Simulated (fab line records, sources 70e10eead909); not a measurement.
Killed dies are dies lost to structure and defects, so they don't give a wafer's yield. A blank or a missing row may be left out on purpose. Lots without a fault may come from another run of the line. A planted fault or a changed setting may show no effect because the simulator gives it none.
fab line records | flow nand_harc | part 1 of 2: steps 1 to 24 of 35
record lots=5 wafers=15 last_day=23
route steps=1159 shown A_ZERO_WELL@401 A_SOURCE_PLATE@413 A_ONON_D1@424
lots that met no fault: from a run of the same line without faults
start_h: hours from the record's first day to the start of the lot's first wafer shown | wait_h: hours since the lot's step before | " the same as in the row above | L1.1+2: a row that stands for several wafers | - no value, or no start given | * or withheld: withheld | < > ~ a bound
route shown NAME@n: a module of which the file shows steps, and the number in the route of the first | usual: mean/standard deviation of fault-free wafers | same: alike in all rows | chamber/n: place in a boat | sites: the reading at each site | _std_site: their standard deviation | _edge_site: outer sites' mean less inner sites' | radius_mm: how far each site lies from the wafer's centre | mask NAME#n: copy n | behind: the tool/chamber that last shaped the wafer | hold: why the lot was held/for how many hours/how that ended | device: the transistor (n, p or np) that didn't switch | end of line: the same wafers' tests at the end of the route | a step without rows: its recipe alone | killed: dies lost to structure and defects at the first sort, not the wafer's yield | map: a wafer's dies, x killed, . not, _ none there
set.NAME: the setting as run; set.NAME@STEP: as run at that earlier step | model.NAME: the simulator's own value behind a step, which no gauge read
lots at some steps of the route; a table a step, a row a wafer
services: from which hour (start_h, from the record's first day; less than 0 if before it) a tool's chamber was out of use, for how many hours, and why
## steps
# step NHARC_A_ZERO_WELL_CD_MEAS_10
# recipe target_cd_nm=2000 landing_energy_ev=500
# usual cd_nm=2000.0/1.5
# columns lot.wafer tool chamber start_h wait_h cd_nm
L074.1 cd_sem-02 0 134.72 - 2000.4
L074.3 " 0 " " 2001.8
L074.6 " 0 " " 2000.1
L081.1 cd_sem-01 0 176.74 - 2000.9
L081.4 " 0 " " 1999.0
L081.5 " 0 " " 1999.0
L083.2 cd_sem-02 0 191.75 - 1999.9
L083.4 " 0 " " 1999.0
L083.6 " 0 " " 1998.7
L086.1 cd_sem-02 0 209.68 - 1996.0
L086.3 " 0 " " 1995.9
L086.5 " 0 " " 1998.1
L093.3 cd_sem-03 0 246.84 - 2000.9
L093.4 " 0 " " 1999.8
L093.5 " 0 " " 1999.9
# step NHARC_A_ZERO_WELL_HARDBAKE_11
# recipe temp_c=118 time_s=65
# usual exhaust_pa=45.0/0.87 resist_line_temp_C=23.02/0.1
# columns lot.wafer tool chamber start_h wait_h exhaust_pa resist_line_temp_C
L074.1 litho_track-03 0 134.80 - 45.1 23.03
L074.3 " 0 " " 44.6 23.10
L074.6 " 0 " " 45.3 23.13
L081.1 litho_track-03 0 176.82 - 45.6 22.97
L081.4 " 0 " " 46.4 22.88
L081.5 " 0 " " 46.0 23.12
L083.2 litho_track-02 0 191.83 - 44.7 23.01
L083.4 " 0 " " 45.5 22.95
L083.6 " 0 " " 45.6 22.93
L086.1 litho_track-02 0 209.76 - 45.5 23.03
L086.3 " 0 " " 45.1 23.02
L086.5 " 0 " " 44.7 23.05
L093.3 litho_track-03 0 246.93 - 46.0 23.18
L093.4 " 0 " " 46.1 23.02
L093.5 " 0 " " 45.8 23.01
# step NHARC_A_ZERO_WELL_DESCUM_12
# recipe time_s=3 o2_flow_sccm=200 ar_flow_sccm=0 bias_power_w=0 chemistry=O2
# usual drypump_motor_current_A=5.7/0.32 oes_product_au=1.001/0.0075 rf_vpp_V=57.8/0.85 showerhead_plenum_p_Torr=1.90/0.061 throttle_valve_pct=11.311/0.0096
# columns lot.wafer tool chamber start_h wait_h drypump_motor_current_A oes_product_au rf_hours_counter_h rf_vpp_V showerhead_plenum_p_Torr throttle_valve_pct
L074.1 rie_diel-07 2 134.89 - 5.6 1.003 8 57.8 1.99 11.314
L074.3 " 3 " " 5.3 0.997 7 59.2 1.92 11.318
L074.6 " 1 " " 5.3 0.993 - 57.9 1.84 11.310
L081.1 rie_diel-09 3 176.91 - 5.8 1.001 6 58.2 1.86 11.301
L081.4 " 0 " " 5.9 1.000 6 58.4 1.96 11.310
L081.5 " 2 " " 6.0 1.007 - 58.1 1.87 11.316
L083.4 rie_diel-07 0 191.90 - 6.0 1.007 13 56.5 1.83 11.318
L083.2 " 2 " " 5.5 1.002 14 58.0 1.98 11.305
L083.6 " 0 " " 6.0 0.996 - 56.2 1.83 11.310
L086.1 rie_diel-07 3 209.84 - 5.3 1.001 14 57.8 1.92 11.320
L086.3 " 1 " " 5.3 0.988 17 57.5 1.84 11.314
L086.5 " 0 " " 6.0 0.997 - 58.0 1.83 11.311
L093.3 rie_diel-13 1 247.00 - 6.3 1.012 9 57.1 1.87 11.315
L093.5 " 1 " " 6.3 1.014 - 58.3 1.87 11.312
L093.4 " 3 " " 5.6 1.009 - 57.7 1.87 11.293
# step NHARC_A_ZERO_WELL_ETCH_19
# recipe target_depth_a=800 overetch_a=240 time_s=87.88 ion_energy_ev=200 n2_flow_sccm=150 h2_flow_sccm=150 ar_flow_sccm=0 rf_w=400 bias_w=150 chemistry=N2/H2
# usual drypump_motor_current_A=5.7/0.32 oes_product_au=1.003/0.007 rf_vpp_V=429.8/2 showerhead_plenum_p_Torr=2.02/0.065 throttle_valve_pct=14.172/0.0085
# columns lot.wafer tool chamber start_h wait_h drypump_motor_current_A oes_product_au rf_hours_counter_h rf_vpp_V showerhead_plenum_p_Torr throttle_valve_pct
L074.3 rie_diel-07 2 134.98 0.1 5.5 1.000 8 432.1 2.12 14.173
L074.1 " 0 " " 5.9 1.004 8 428.5 1.95 14.174
L074.6 " 2 " " 5.5 1.008 - 432.5 2.12 14.159
L081.4 rie_diel-09 2 176.98 0.1 6.0 1.013 6 428.9 1.99 14.176
L081.1 " 3 " " 5.8 1.002 6 428.6 1.98 14.188
L081.5 " 2 " " 6.0 1.001 - 426.9 1.99 14.173
L083.4 rie_diel-07 2 191.98 0.1 5.5 1.001 14 432.9 2.12 14.169
L083.2 " 1 " " 5.3 1.004 14 426.8 1.96 14.165
L083.6 " 3 " " 5.3 1.009 - 429.3 2.04 14.174
L086.1 rie_diel-07 1 209.93 0.1 5.3 1.000 17 429.5 1.96 14.179
L086.3 " 2 " " 5.5 1.004 16 432.3 2.12 14.189
L086.5 " 0 " " 6.0 1.014 - 428.3 1.95 14.179
L093.3 rie_diel-13 3 247.10 0.1 5.6 1.010 9 429.7 2.00 14.160
L093.5 " 3 " " 5.6 1.003 - 428.2 2.00 14.174
L093.4 " 1 " " 6.2 1.006 - 427.7 1.99 14.196
# step NHARC_A_ZERO_WELL_ETCH_13
# recipe target_depth_a=1200 time_s=40.1 hbr_flow_sccm=150 cl2_flow_sccm=50 rf_w=400 icp_w=400 bias_w=100 chemistry=HBr/Cl2
# usual drypump_motor_current_A=5.9/0.4 oes_product_au=0.999/0.0067 throttle_valve_pct=26.406/0.0087
# columns lot.wafer tool chamber start_h wait_h drypump_motor_current_A oes_product_au rf_hours_counter_h throttle_valve_pct
L074.3 rie_si-03 0 135.10 - 5.6 1.001 1.1 26.400
L074.1 " 1 " " 6.6 0.996 1.0 26.408
L074.6 " 0 " " 5.6 0.993 - 26.417
L081.1 rie_si-03 0 177.10 - 5.6 0.983 0.1 26.392
L081.4 " 2 " " 5.8 0.998 0.2 26.401
L081.5 " 0 " " 5.6 0.998 - 26.427
L083.4 rie_si-03 3 192.10 - 6.4 1.001 0.2 26.395
L083.2 " 0 " " 5.6 0.997 0.2 26.410
L083.6 " 0 " " 5.6 0.996 - 26.408
L086.1 rie_si-01 3 210.05 - 5.4 0.993 0.6 26.401
L086.3 " 2 " " 5.7 1.007 0.5 26.398
L086.5 " 3 " " 5.4 0.999 - 26.403
L093.3 rie_si-01 0 247.24 - 6.3 0.998 0.7 26.403
L093.4 " 3 " " 5.4 0.996 0.8 26.409
L093.5 " 1 " " 5.8 1.005 - 26.403
# step NHARC_A_ZERO_WELL_STRIP_14
# recipe time_s=900 temp_c=130 chemistry=SPM
# columns lot.wafer tool chamber start_h wait_h
L074.6+1+3 wet_bench-03 6,7,2 135.26 -
L081.1+5+4 wet_bench-04 5,7,2 177.25 -
L083.6+2+4 wet_bench-04 2,4,5 192.25 -
L086.5+3+1 wet_bench-02 7,2,3 210.21 -
L093.5+3+4 wet_bench-02 7,1,2 247.39 -
# step NHARC_A_ZERO_WELL_IMPLANT_15
# recipe energy_kev=150 dose_cm2=1e+13 tilt_deg=7
# usual end_station_pressure_torr=5.14e-06/2.6e-07
# columns lot.wafer tool chamber start_h wait_h end_station_pressure_torr
L074.1 implanter-01 0 135.67 0.1 4.89e-06
L074.3 " 0 " " 5.55e-06
L074.6 " 0 " " 5.06e-06
L081.1 implanter-01 0 177.66 0.1 5.23e-06
L081.4 " 0 " " 4.92e-06
L081.5 " 0 " " 5.47e-06
L083.2 implanter-02 0 192.69 0.1 4.72e-06
L083.4 " 0 " " 5.1e-06
L083.6 " 0 " " 5.02e-06
L086.1 implanter-01 0 210.60 0.1 5.57e-06
L086.3 " 0 " " 5.07e-06
L086.5 " 0 " " 5.27e-06
L093.3 implanter-02 0 247.86 0.1 5.06e-06
L093.4 " 0 " " 4.83e-06
L093.5 " 0 " " 5e-06
# step NHARC_A_ZERO_WELL_PRECLEAN_22
# recipe time_s=60 temp_c=50 bath_age_min=0 chemistry=SC1
# usual sc1_h2o2_end_mol_l=0.3697/0.00072
# columns lot.wafer tool chamber start_h wait_h sc1_h2o2_end_mol_l
L074.1 wet_bench-03 6 135.88 0.2 0.3699
L074.6 " 7 " " 0.3696
L074.3 " 2 " " 0.3698
L081.1 wet_bench-04 6 177.88 0.2 0.3700
L081.4 " 7 " " 0.3697
L081.5 " 2 " " 0.3692
L083.6 wet_bench-02 7 192.87 0.0 0.3690
L083.4 " 1 " " 0.3684
L083.2 " 3 " " 0.3707
L086.5 wet_bench-02 5 210.83 0.1 0.3699
L086.3 " 7 " " 0.3698
L086.1 " 0 " " 0.3707
L093.4 wet_bench-02 0 248.02 0.1 0.3692
L093.3 " 1 " " 0.3704
L093.5 " 2 " " 0.3706
# step NHARC_A_ZERO_WELL_SRD_23
# columns lot.wafer tool chamber start_h wait_h
L074.1+6+3 wet_bench-03 6,7,2 - -
L081.1+4+5 wet_bench-04 6,7,2 - -
L083.6+4+2 wet_bench-02 7,1,3 - -
L086.5+3+1 wet_bench-02 5,7,0 - -
L093.4+3+5 wet_bench-02 0,1,2 - -
# step NHARC_A_ZERO_WELL_RTA_16
# recipe temp_c=1000 time_s=10
# usual anneal_temp_c_max=1005.3/0.91 lamp_power_pct=29.4/0.49 lamp_zone_6_pct=29.3/0.49 lamp_zone_7_pct=29.8/0.5 wafer_temp_C_max=1005.8/1.4
# columns lot.wafer tool chamber start_h wait_h anneal_temp_c_max lamp_power_pct lamp_zone_6_pct lamp_zone_7_pct wafer_temp_C_max
L074.1 rtp_anneal-01 0 136.02 - 1006.3 30.0 29.9 30.4 1008.2
L074.3 " 0 " " 1006.4 29.9 29.9 30.4 1006.3
L074.6 " 0 " " 1005.3 30.0 29.9 30.4 1006.7
L081.1 rtp_anneal-02 0 178.01 - 1005.5 29.0 28.9 29.4 1005.7
L081.4 " 0 " " 1005.2 28.9 28.9 29.5 1006.2
L081.5 " 0 " " 1005.6 29.0 28.9 29.4 1005.6
L083.2 rtp_anneal-02 0 193.24 - 1005.4 28.9 28.8 29.4 1004.0
L083.4 " 0 " " 1005.2 28.9 28.8 29.4 1003.6
L083.6 " 0 " " 1005.2 29.0 28.9 29.4 1007.1
L086.1 rtp_anneal-01 0 211.07 - 1006.3 29.9 29.9 30.4 1005.1
L086.3 " 0 " " 1005.9 30.0 29.9 30.4 1004.9
L086.5 " 0 " " 1005.4 29.9 29.9 30.4 1005.9
L093.3 rtp_anneal-02 0 248.20 - 1005.4 29.0 28.9 29.4 1006.3
L093.4 " 0 " " 1005.3 29.0 28.9 29.5 1005.0
L093.5 " 0 " " 1005.8 29.0 28.9 29.4 1005.6
# step NHARC_A_ZERO_WELL_INSPECT_17
# usual raw_defect_count=11/5.2
# columns lot.wafer tool chamber start_h wait_h raw_defect_count
L074.1 defect_inspect-02 - 136.22 0.2 28
L074.3 " - " " 10
L074.6 " - " " 13
L081.1 defect_inspect-01 - 178.20 0.2 15
L081.4 " - " " 17
L081.5 " - " " 17
L083.2 defect_inspect-01 - 193.40 0.1 9
L083.4 " - " " 17
L083.6 " - " " 9
L086.1 defect_inspect-02 - 211.27 0.2 9
L086.3 " - " " 5
L086.5 " - " " 23
L093.3 defect_inspect-02 - 248.35 0.1 5
L093.4 " - " " 11
L093.5 " - " " 3
# step NHARC_A_SOURCE_PLATE_PRECLEAN_00
# recipe time_s=60 chemistry=HF-LAST
# columns lot.wafer tool chamber start_h wait_h
L074.3+1+6 wet_bench-01 2,5,6 136.27 0.1
L081.4+5+1 wet_bench-05 1,2,5 178.27 0.1
L083.2+4+6 wet_bench-01 0,4,5 193.45 0.0
L086.1+3+5 wet_bench-06 3,5,6 211.32 0.1
L093.5+4+3 wet_bench-05 1,3,4 248.39 0.0
# step NHARC_A_SOURCE_PLATE_SRD_01
# columns lot.wafer tool chamber start_h wait_h
L074.3+1+6 wet_bench-01 2,5,6 - -
L081.4+5+1 wet_bench-05 1,2,5 - -
L083.2+4+6 wet_bench-01 0,4,5 - -
L086.1+3+5 wet_bench-06 3,5,6 - -
L093.5+4+3 wet_bench-05 1,3,4 - -
# step NHARC_A_SOURCE_PLATE_OXIDE_02
# recipe target_thk_a=100 temp_c=900 ox_time_s=1362 material=SiO2
# usual tube_center_temp_C=900/0.081 zone_power_centre_pct=18.04/0.2
# columns lot.wafer tool chamber start_h wait_h tube_center_temp_C zone_power_centre_pct
L074.1 furnace-05 0 137.62 - 899.91 17.95
L074.3 " 0 " " 900 18.03
L074.6 " 0 " " 900.05 17.91
L081.1 furnace-05 0 179.70 - 899.91 18.23
L081.4 " 0 " " 899.89 18.08
L081.5 " 0 " " 900.1 18.31
L083.2 furnace-05 0 196.76 - 899.85 18.31
L083.4 " 0 " " 899.85 18.07
L083.6 " 0 " " 900.01 18.04
L086.1 furnace-05 0 214.99 - 899.96 18.09
L086.3 " 0 " " 900.07 18.09
L086.5 " 0 " " 900.02 18.34
L093.3 furnace-05 0 249.47 - 900.15 17.83
L093.4 " 0 " " 899.87 18.53
L093.5 " 0 " " 899.97 17.79
# step NHARC_A_SOURCE_PLATE_THK_MEAS_09
# recipe thk_meas_gauge=ellipsometry
# usual thk_nm=9.7/0.99
# columns lot.wafer tool chamber start_h wait_h thk_nm
L074.1 film_metro-01 - 141.64 0.4 10.5
L074.3 " - " " 7.6
L074.6 " - " " 10.0
L081.1 film_metro-02 - 183.73 0.4 9.5
L081.4 " - " " 8.4
L081.5 " - " " 11.1
L083.2 film_metro-02 - 200.83 0.4 10.4
L083.4 " - " " 8.3
L083.6 " - " " 10.8
L086.1 film_metro-02 - 219.05 0.4 11.5
L086.3 " - " " 8.6
L086.5 " - " " 11.4
L093.3 film_metro-02 - 253.53 0.4 9.0
L093.4 " - " " 11.4
L093.5 " - " " 10.4
# step NHARC_A_SOURCE_PLATE_PVD_04
# recipe target_thk_a=500 material=WSi2
# columns lot.wafer tool chamber start_h wait_h
L074.1+3+6 pvd_sputter-01 - 141.71 0.1
L081.4+1+5 pvd_sputter-02 - 183.79 0.1
L083.2+4+6 pvd_sputter-03 - 200.91 0.1
L086.3+1+5 pvd_sputter-01 - 219.17 0.1
L093.4+3+5 pvd_sputter-03 - 253.62 0.1
# step NHARC_A_SOURCE_PLATE_CVD_03
# recipe target_thk_a=2000 temp_c=620 pressure_mtorr=200 time_s=4000 material=poly-Si
# usual tube_center_temp_C=620/0.06 zone_power_centre_pct=9.3/1
# columns lot.wafer tool chamber start_h wait_h tube_center_temp_C zone_power_centre_pct
L074.1 lpcvd_poly-01 0 144.20 - 619.93 8.7
L074.3 " 0 " " 620.01 8.5
L074.6 " 0 " " 620.01 8.4
L081.1 lpcvd_poly-04 0 186.30 - 620.1 10.6
L081.4 " 0 " " 620.01 10.6
L081.5 " 0 " " 619.93 10.5
L083.2 lpcvd_poly-01 0 203.40 - 620.03 8.6
L083.4 " 0 " " 619.99 8.6
L083.6 " 0 " " 619.99 8.4
L086.1 lpcvd_poly-01 0 221.64 - 619.9 8.5
L086.3 " 0 " " 620.12 8.6
L086.5 " 0 " " 619.92 8.4
L093.3 lpcvd_poly-01 0 256.10 - 620.08 8.4
L093.4 " 0 " " 619.95 8.3
L093.5 " 0 " " 619.94 8.4
# step NHARC_A_SOURCE_PLATE_ANNEAL_05
# recipe temp_c=850 time_s=1800
# usual tube_center_temp_C=850/0.076 zone_power_centre_pct=16.08/0.18
# columns lot.wafer tool chamber start_h wait_h tube_center_temp_C zone_power_centre_pct
L074.1 furnace-05 0 150.87 3.6 849.93 16.04
L074.3 " 0 " " 850.03 16.19
L074.6 " 0 " " 850.07 16.03
L081.1 furnace-04 0 192.65 3.2 850.01 15.78
L081.4 " 0 " " 849.93 15.91
L081.5 " 0 " " 850.01 15.96
L083.2 furnace-05 0 211.38 4.9 849.99 15.85
L083.4 " 0 " " 849.95 16.45
L083.6 " 0 " " 850.1 16.07
L086.1 furnace-04 0 229.71 4.9 849.85 16.18
L086.3 " 0 " " 850.05 16.47
L086.5 " 0 " " 850.05 15.84
L093.3 furnace-05 0 260.39 1.2 849.98 15.88
L093.4 " 0 " " 849.9 16.10
L093.5 " 0 " " 849.96 15.96
# step NHARC_A_SOURCE_PLATE_THK_MEAS_06
# recipe thk_meas_gauge=ellipsometry
# usual thk_nm=200.2/1.8
# columns lot.wafer tool chamber start_h wait_h thk_nm
L074.1 film_metro-02 - 154.82 0.4 199.9
L074.3 " - " " 200.0
L074.6 " - " " 200.4
L081.1 film_metro-01 - 196.63 0.4 198.3
L081.4 " - " " 197.6
L081.5 " - " " 198.2
L083.2 film_metro-01 - 215.36 0.4 203.2
L083.4 " - " " 200.4
L083.6 " - " " 199.1
L086.1 film_metro-02 - 233.69 0.4 202.9
L086.3 " - " " 199.9
L086.5 " - " " 203.3
L093.3 film_metro-01 - 264.33 0.4 198.1
L093.4 " - " " 199.5
L093.5 " - " " 199.4
# step NHARC_A_SOURCE_PLATE_INSPECT_08
# usual raw_defect_count=66/30
# columns lot.wafer tool chamber start_h wait_h raw_defect_count
L074.1 defect_inspect-01 - 154.89 0.0 48
L074.3 " - " " 33
L074.6 " - " " 29
L081.1 defect_inspect-02 - 196.70 0.0 57
L081.4 " - " " 119
L081.5 " - " " 60
L083.2 defect_inspect-02 - 215.46 0.0 41
L083.4 " - " " 71
L083.6 " - " " 56
L086.1 defect_inspect-02 - 233.78 0.0 68
L086.3 " - " " 48
L086.5 " - " " 62
L093.3 defect_inspect-01 - 264.40 0.0 29
L093.4 " - " " 53
L093.5 " - " " 33
# step NHARC_A_ONON_D1_DEP_00
# recipe target_thk_a=10000 n2_flow_sccm=2750 n2o_flow_sccm=2000 nh3_flow_sccm=500 sih4_flow_sccm=210 temp_c=400
# usual n2o_flow_sccm=2001/5.7
# columns lot.wafer tool chamber start_h wait_h n2o_flow_sccm
L074.1 pecvd_onon-01 0 155.30 0.4 1997
L074.3 " 0 " " 2009
L074.6 " 0 " " 2001
L081.1 pecvd_onon-03 0 197.10 0.4 2007
L081.4 " 0 " " 2004
L081.5 " 0 " " 2003
L083.2 pecvd_onon-03 0 215.59 0.1 2010
L083.4 " 0 " " 1998
L083.6 " 0 " " 2002
L086.1 pecvd_onon-04 0 233.85 0.1 2016
L086.3 " 0 " " 2009
L086.5 " 0 " " 2013
L093.3 pecvd_onon-03 0 264.58 0.2 2007
L093.4 " 0 " " 2002
L093.5 " 0 " " 1994
# step NHARC_A_ONON_D1_THK_MEAS_02
# recipe thk_meas_gauge=ellipsometry
# usual thk_nm=998/9.8
# columns lot.wafer tool chamber start_h wait_h thk_nm
L074.1 film_metro-01 - 155.81 - 1002
L074.3 " - " " 1001
L074.6 " - " " 1001
L081.1 film_metro-02 - 197.62 - 1004
L081.4 " - " " 1004
L081.5 " - " " 1004
L083.2 film_metro-02 - 216.04 - 1012
L083.4 " - " " 1015
L083.6 " - " " 1011
L086.1 film_metro-02 - 234.36 - 994
L086.3 " - " " 993
L086.5 " - " " 995
L093.3 film_metro-01 - 264.98 - 996
L093.4 " - " " 996
L093.5 " - " " 996
# step NHARC_A_ONON_D1_DEP_03
# recipe target_thk_a=10000 n2_flow_sccm=2750 n2o_flow_sccm=2000 nh3_flow_sccm=500 sih4_flow_sccm=210 temp_c=400
# usual n2o_flow_sccm=1998/6
# columns lot.wafer tool chamber start_h wait_h n2o_flow_sccm
L074.1 pecvd_onon-04 0 156.15 0.3 2004
L074.3 " 0 " " 2000
L074.6 " 0 " " 2001
L081.1 pecvd_onon-04 0 197.68 0.1 1999
L081.4 " 0 " " 2000
L081.5 " 0 " " 2007
L083.2 pecvd_onon-01 0 216.15 0.1 1998
L083.4 " 0 " " 2001
L083.6 " 0 " " 1993
L086.1 pecvd_onon-04 0 234.42 0.1 1999
L086.3 " 0 " " 1988
L086.5 " 0 " " 1998
L093.3 pecvd_onon-03 0 265.15 0.2 1994
L093.4 " 0 " " 2007
L093.5 " 0 " " 1991
# step NHARC_A_ONON_D1_THK_MEAS_05
# recipe thk_meas_gauge=ellipsometry
# usual thk_nm=1000/11
# columns lot.wafer tool chamber start_h wait_h thk_nm
L074.1 film_metro-02 - 156.66 - 1013
L074.3 " - " " 1014
L074.6 " - " " 1012
L081.1 film_metro-02 - 198.19 - 1020
L081.4 " - " " 1018
L081.5 " - " " 1019
L083.2 film_metro-02 - 216.60 - 1015
L083.4 " - " " 1015
L083.6 " - " " 1015
L086.1 film_metro-01 - 234.93 - 1008
L086.3 " - " " 1009
L086.5 " - " " 1009
L093.3 film_metro-01 - 265.54 - 1003
L093.4 " - " " 1004
L093.5 " - " " 1003
